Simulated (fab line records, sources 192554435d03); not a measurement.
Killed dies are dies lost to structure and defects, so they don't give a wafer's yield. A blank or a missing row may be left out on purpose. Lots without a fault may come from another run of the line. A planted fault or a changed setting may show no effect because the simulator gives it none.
fab line records | flow n5_finfet
record lots=6 wafers=16 last_day=19
route steps=1938 shown HKMG_FIN@391 BEOL_M4@1111
lots that met no fault: from a run of the same line without faults
start_h: hours from the record's first day to the start of the lot's first wafer shown | wait_h: hours since the lot's step before | " the same as in the row above | L1.1+2: a row that stands for several wafers | - no value, or no start given | * or withheld: withheld | < > ~ a bound
route shown NAME@n: a module of which the file shows steps, and the number in the route of the first | usual: mean/standard deviation of fault-free wafers | same: alike in all rows | chamber/n: place in a boat | sites: the reading at each site | _std_site: their standard deviation | _edge_site: outer sites' mean less inner sites' | radius_mm: how far each site lies from the wafer's centre | mask NAME#n: copy n | behind: the tool/chamber that last shaped the wafer | hold: why the lot was held/for how many hours/how that ended | device: the transistor (n, p or np) that didn't switch | end of line: the same wafers' tests at the end of the route | a step without rows: its recipe alone | killed: dies lost to structure and defects at the first sort, not the wafer's yield | map: a wafer's dies, x killed, . not, _ none there
set.NAME: the setting as run; set.NAME@STEP: as run at that earlier step | model.NAME: the simulator's own value behind a step, which no gauge read
lots at some steps of the route; a table a step, a row a wafer
services: from which hour (start_h, from the record's first day; less than 0 if before it) a tool's chamber was out of use, for how many hours, and why
## steps
# step N5_HKMG_FIN_COAT_42
# recipe resist=SiARC temp_c=220 time_s=60 spin_rpm=1500 resist_thk_nm=35
# step N5_HKMG_FIN_COAT_43
# recipe resist=CAR-ArF spin_rpm=1500 resist_thk_nm=90
# step N5_HKMG_FIN_EBR_45
# recipe solvent=PGMEA ebr_width_mm=1.5
# step N5_HKMG_FIN_SOFTBAKE_44
# recipe temp_c=110 time_s=60 resist=CAR-ArF
# step N5_HKMG_FIN_EXPOSE_46
# recipe mask_id=NDIPOLE na=1.35 source_shape=conventional sigma_outer=0.8 polarization=unpolarized dose_mj=40
# step N5_HKMG_FIN_PEB_47
# recipe peb_temp_c=withheld peb_time_s=60 resist=CAR-ArF
# step N5_HKMG_FIN_DEVELOP_48
# recipe develop_time_s=30 developer=TMAH resist=CAR-ArF rinse_liquid=diw dry=air_spin dev_temp_c=23
# step N5_HKMG_FIN_CD_MEAS_49
# recipe target_cd_nm=202 landing_energy_ev=500 detector=se_inlens polarity=opening
# usual cd_nm=202.3/0.61
# columns lot.wafer tool chamber start_h wait_h cd_nm
L342.3 cd_sem-01 0 86.55 - 202.3
L342.4 " 0 " " 202.8
L342.5 " 0 " " 202.6
L345.1 cd_sem-01 0 94.26 - 202.8
L345.4 " 0 " " 203.3
L345.5 " 0 " " 202.4
L348.3 cd_sem-02 0 114.21 - 201.6
L348.4 " 0 " " 201.6
L348.5 " 0 " " 201.7
L357.3 cd_sem-01 0 169.18 - 202.1
L357.6 " 0 " " 202.3
L361.2 cd_sem-03 0 193.72 - 202.4
L361.6 " 0 " " 202.0
L363.1 cd_sem-03 0 205.58 - 201.8
L363.3 " 0 " " 201.9
L363.4 " 0 " " 200.6
# step N5_HKMG_FIN_OVL_MEAS_50
# recipe points_per_wafer=44
# usual NDIPOLE_OVL=0.3/0.71
# columns lot.wafer tool chamber start_h wait_h NDIPOLE_OVL[nm]
L342.3 overlay-01 0 86.58 0.0 1.0
L342.4 " 0 " " 1.3
L342.5 " 0 " " 0.2
L345.1 overlay-01 0 94.29 0.0 -0.4
L345.4 " 0 " " 0.6
L345.5 " 0 " " 0.6
L348.3 overlay-02 0 114.24 0.0 -0.2
L348.4 " 0 " " 0.5
L348.5 " 0 " " 1.1
L357.3 overlay-01 0 169.21 0.0 -1.0
L357.6 " 0 " " 0.3
L361.2 overlay-01 0 193.75 0.0 -0.4
L361.6 " 0 " " -1.0
L363.1 overlay-02 0 205.61 0.0 0.0
L363.3 " 0 " " -0.5
L363.4 " 0 " " 0.3
# step N5_HKMG_FIN_INSPECT_61
# recipe mode=adi inspect_instrument=macro
# usual raw_defect_count=2.0/1.4
# columns lot.wafer tool chamber start_h wait_h raw_defect_count
L342.3 defect_inspect-01 - 86.61 0.0 2
L342.4 " - " " 0
L342.5 " - " " 0
L345.1 defect_inspect-02 - 94.31 0.0 2
L345.4 " - " " 0
L345.5 " - " " 3
L348.3 defect_inspect-02 - 114.26 0.0 3
L348.4 " - " " 2
L348.5 " - " " 2
L357.3 defect_inspect-01 - 169.23 0.0 3
L357.6 " - " " 2
L361.2 defect_inspect-02 - 193.77 0.0 0
L361.6 " - " " 4
L363.1 defect_inspect-01 - 205.63 0.0 2
L363.3 " - " " 2
L363.4 " - " " 2
# step N5_HKMG_FIN_DESCUM_53
# recipe chemistry=O2 time_s=7.9 source_power_w=50 bias_power_w=20 pressure_mtorr=20 rf_frequency_hz=2.712e+07 temp_c=40 resist=CAR-ArF o2_flow_sccm=225
# usual drypump_motor_current_A=5.8/0.48 oes_product_au=0.80/0.087 rf_vpp_V=242.9/1.5 showerhead_plenum_p_Torr=2.08/0.076 throttle_valve_pct=20.37/0.23
# columns lot.wafer tool chamber start_h wait_h drypump_motor_current_A oes_product_au rf_hours_counter_h rf_vpp_V showerhead_plenum_p_Torr throttle_valve_pct
L342.3 rie_diel-01 2 86.64 0.0 5.4 0.74 170 243.5 2.16 20.41
L342.4 " 1 " " 6.5 0.92 16 243.2 2.06 20.04
L342.5 " 0 " " 6.2 0.80 - 243.4 2.02 20.52
L345.1 rie_diel-05 3 94.35 0.0 5.5 0.67 257 243.3 2.06 20.39
L345.4 " 3 " " 5.6 0.67 - 242.3 2.06 20.38
L345.5 " 2 " " 5.6 0.77 - 243.9 2.19 20.55
L348.3 rie_diel-05 0 114.58 0.3 5.4 0.88 28 244.3 2.11 20.13
L348.4 " 1 " " 6.2 0.69 - 243.0 2.06 20.55
L348.5 " 0 " " 5.4 0.88 - 244.6 2.11 20.14
L357.3 rie_diel-01 2 169.32 0.1 5.4 0.71 202 244.0 2.15 20.43
L357.6 " 0 " " 6.2 0.78 - 241.9 2.01 20.56
L361.2 rie_diel-01 0 193.80 0.0 6.2 0.77 149 241.4 2.01 20.56
L361.6 " 3 " " 5.1 0.75 - 240.5 1.92 20.21
L363.1 rie_diel-05 0 205.67 0.0 5.4 0.84 65 244.0 2.10 20.17
L363.3 " 2 " " 5.6 0.73 202 243.2 2.17 20.61
L363.4 " 1 " " 6.2 0.93 27 241.6 2.05 20.22
# step N5_HKMG_FIN_ETCH_54
# recipe chemistry=CF4 target=SiARC target_depth_a=455 mask_material=CAR-ArF time_s=75.8 ion_energy_ev=80 pressure_mtorr=40 source_w=545 bias_w=36 Ar_flow_sccm=100 cf4_flow_sccm=100 ends=cleared
# usual drypump_motor_current_A=5.8/0.48 etch_rf_on_time_s=75.1/1.9 oes_product_au=0.69/0.072 rf_vpp_V=184.0/1.3 showerhead_plenum_p_Torr=2.14/0.078 throttle_valve_pct=15.60/0.23
# columns lot.wafer tool chamber start_h wait_h drypump_motor_current_A etch_rf_on_time_s oes_product_au rf_hours_counter_h rf_vpp_V showerhead_plenum_p_Torr throttle_valve_pct
L342.3 rie_diel-01 2 86.67 0.0 5.4 77.1 0.63 170 184.6 2.21 15.69
L342.4 " 1 " " 6.4 72.7 0.78 16 183.2 2.11 15.17
L342.5 " 0 " " 6.2 78.2 0.68 - 182.9 2.07 15.67
L345.1 rie_diel-05 3 94.40 0.0 5.6 74.6 0.58 257 182.7 2.12 15.70
L345.4 " 3 " " 5.5 74.0 0.58 - 184.1 2.12 15.71
L345.5 " 2 " " 5.6 71.7 0.68 - 185.2 2.23 15.75
L348.3 rie_diel-05 0 114.62 0.0 5.4 75.9 0.76 28 183.7 2.20 15.48
L348.4 " 1 " " 6.2 77.9 0.58 - 184.3 2.11 15.85
L348.5 " 0 " " 5.4 75.8 0.76 - 185.1 2.20 15.47
L357.3 rie_diel-01 2 169.35 0.0 5.4 77.5 0.61 202 184.5 2.20 15.73
L357.6 " 0 " " 6.2 78.2 0.66 - 182.3 2.06 15.73
L361.2 rie_diel-01 0 193.84 0.0 6.2 77.5 0.65 149 182.9 2.06 15.74
L361.6 " 3 " " 5.1 75.8 0.64 - 180.2 1.96 15.45
L363.1 rie_diel-05 0 205.70 0.0 5.3 75.6 0.72 65 183.9 2.19 15.56
L363.3 " 2 " " 5.7 71.5 0.65 202 183.2 2.22 15.81
L363.4 " 1 " " 6.2 75.3 0.78 27 182.9 2.10 15.43
# step N5_HKMG_FIN_ETCH_55
# recipe chemistry=N2/H2 target=SOC target_depth_a=2400 temp_c=40 time_s=300 ion_energy_ev=200 mask_material=SiARC pressure_mtorr=30 source_w=840 bias_w=150 n2_flow_sccm=200 h2_flow_sccm=200
# usual drypump_motor_current_A=5.8/0.48 n2_flow_sccm=200.1/0.59 oes_product_au=0.81/0.084 rf_vpp_V=523.6/2.7 showerhead_plenum_p_Torr=2.53/0.097 throttle_valve_pct=17.78/0.23
# columns lot.wafer tool chamber start_h wait_h drypump_motor_current_A n2_flow_sccm oes_product_au rf_hours_counter_h rf_vpp_V showerhead_plenum_p_Torr throttle_valve_pct model.HKMG_FIN.feature_depth_nm model.etch.depth_nm model.SiARC_of_HKMG_FIN_COAT_42.thk_nm
L342.3 rie_diel-01 2 86.73 0.0 5.4 200.2 0.74 170 526.4 2.64 17.88 239.4 239.3 21.2
L342.4 " 1 " " 6.5 199.8 0.90 16 523.4 2.51 17.54 245.2 245.1 21
L342.5 " 0 " " 6.2 198.7 0.79 - 522.6 2.45 17.77 231 231 22.2
L345.1 rie_diel-05 3 94.48 0.1 5.6 200.1 0.68 257 521.9 2.49 17.75 243.6 243.5 20.8
L345.4 " 3 " " 5.5 200.6 0.67 - 524.0 2.49 17.76 242 242 21
L345.5 " 2 " " 5.6 198.9 0.78 - 527.0 2.65 17.95 247.4 247.3 20.6
L348.3 rie_diel-05 0 114.67 0.0 5.4 200.3 0.89 28 524.0 2.59 17.63 239.8 239.8 21.6
L348.4 " 1 " " 6.2 200.0 0.67 - 524.1 2.49 17.93 233.8 233.7 21.8
L348.5 " 0 " " 5.4 200.3 0.89 - 524.4 2.59 17.65 241.8 241.8 21.4
L357.3 rie_diel-01 2 169.41 0.0 5.4 200.1 0.72 202 527.3 2.62 17.95 241.6 241.7 21
L357.6 " 0 " " 6.2 199.5 1.08 - 520.8 2.43 17.88 390 389.9 13.4
L361.2 rie_diel-01 0 193.89 0.0 6.2 199.8 1.06 149 520.8 2.43 17.88 383.6 383.6 13.6
L361.6 " 3 " " 5.2 199.9 1.08 - 516.2 2.32 17.57 403 403.1 12
L363.1 rie_diel-05 0 205.76 0.0 5.4 199.9 0.83 65 524.5 2.57 17.71 238 238.1 21.6
L363.3 " 2 " " 5.6 199.1 0.75 202 526.1 2.64 18.02 249.4 249.3 20.4
L363.4 " 1 " " 6.2 200.8 0.90 27 522.2 2.47 17.55 237.4 237.4 21.4
# step N5_HKMG_FIN_STRIP_56
# recipe chemistry=N2/H2 temp_c=40 n2_flow_sccm=200 h2_flow_sccm=200 rf_frequency_hz=6e+07
# step N5_BEOL_M4_RC_MEAS_101
# usual DIBL_N=36.0/1.7 DIBL_P=36.2/1.9 IOFF_N=0.154/0.028 IOFF_P=0.21/0.036 ION_N=675/11 ION_P=463/8.3 SS_N=71.4/0.63 SS_P=73.2/0.55 VT_N=250.2/3 VT_P=-251/3.7
# columns lot.wafer tool chamber start_h wait_h DIBL_N[mV/V] DIBL_P[mV/V] IOFF_N[nA/um] IOFF_P[nA/um] ION_N[uA/um] ION_P[uA/um] SS_N[mV/dec] SS_P[mV/dec] VT_N[mV] VT_P[mV]
L342.3 prober-01 0 197.75 0.3 38.6 37.1 0.169 0.22 669 460 72.1 74.1 251.6 -250
L342.4 " 0 " " 37.7 37.1 0.153 0.22 668 459 71.8 73.8 252.2 -249
L342.5 " 0 " " 38.5 38.1 0.171 0.26 667 463 71.6 74.1 250.9 -248
L345.1 prober-02 0 239.53 0.0 34.3 34.7 0.126 0.17 675 459 70.9 72.1 249.3 -251
L345.4 " 0 " " 35.3 36.5 0.142 0.19 677 465 71.6 72.9 251.4 -249
L345.5 " 0 " " 37.2 37.9 0.172 0.22 687 475 71.5 73.1 247.1 -249
L348.3 prober-01 0 269.66 0.3 36.8 37.1 0.153 0.19 686 458 72.4 73.3 250.4 -256
L348.4 " 0 " " 35.6 34.6 0.127 0.16 666 453 71.8 72.2 252.1 -255
L348.5 " 0 " " 35.6 35.9 0.129 0.18 661 455 70.7 73.1 252.2 -252
L357.3 prober-01 0 316.16 0.3 33.4 31.6 0.113 0.13 654 447 70.8 72.5 255.1 -259
L357.6 " 0 " " 33.4 32.6 0.119 0.16 667 449 71.3 72.6 257.5 -255
L361.2 prober-01 0 342.52 0.2 37.5 38.1 0.170 0.21 673 457 71.1 73.2 247.9 -251
L361.6 " 0 " " 36.6 36.5 0.157 0.19 674 458 70.9 72.8 250.1 -250
L363.1 prober-01 0 344.15 0.0 37.2 37.7 0.191 0.28 681 471 71.9 73.7 248.2 -247
L363.3 " 0 " " 38.5 38.3 0.218 0.29 704 482 72.1 74.1 243.7 -244
L363.4 " 0 " " 39.2 38.9 0.211 0.30 682 473 72.8 72.8 246.9 -244
## services
# columns tool chamber start_h hours kind
rie_diel-05 1 84.10 21.9 repair
rie_diel-05 3 96.30 1.8 repair
rie_diel-05 2 100.11 16.3 repair
rie_diel-05 1 116.46 - clean
rie_diel-05 1 116.46 - consumable_replace:focus_ring
rie_diel-05 3 119.45 6.4 repair
rie_diel-05 3 134.83 - clean
rie_diel-05 3 134.83 - consumable_replace:focus_ring
rie_diel-05 3 134.83 29.9 scheduled_down
rie_diel-05 3 134.83 29.9 vent_cycle
## key
first_sign step=N5_HKMG_FIN_ETCH_55 reading=oes_product_au direction=up sigmas=3.2 usual=0.81 struck=1.07
effect none on later readings
model_effect step=N5_HKMG_FIN_ETCH_55 value=HKMG_FIN.feature_depth_nm without=236.2 struck=392.2
met_at N5_HKMG_FIN_ETCH_55
struck_wafers L357.6,L361.2,L361.6
onset_between 86.73 169.41
fault kind=process_parameter_drift tool=rie_diel-01 chamber=- onset_h=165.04 steps=N5_HKMG_FIN_ETCH_55 channel=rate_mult offset=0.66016 shape=step end_h=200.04 scope=struck_wafers_only
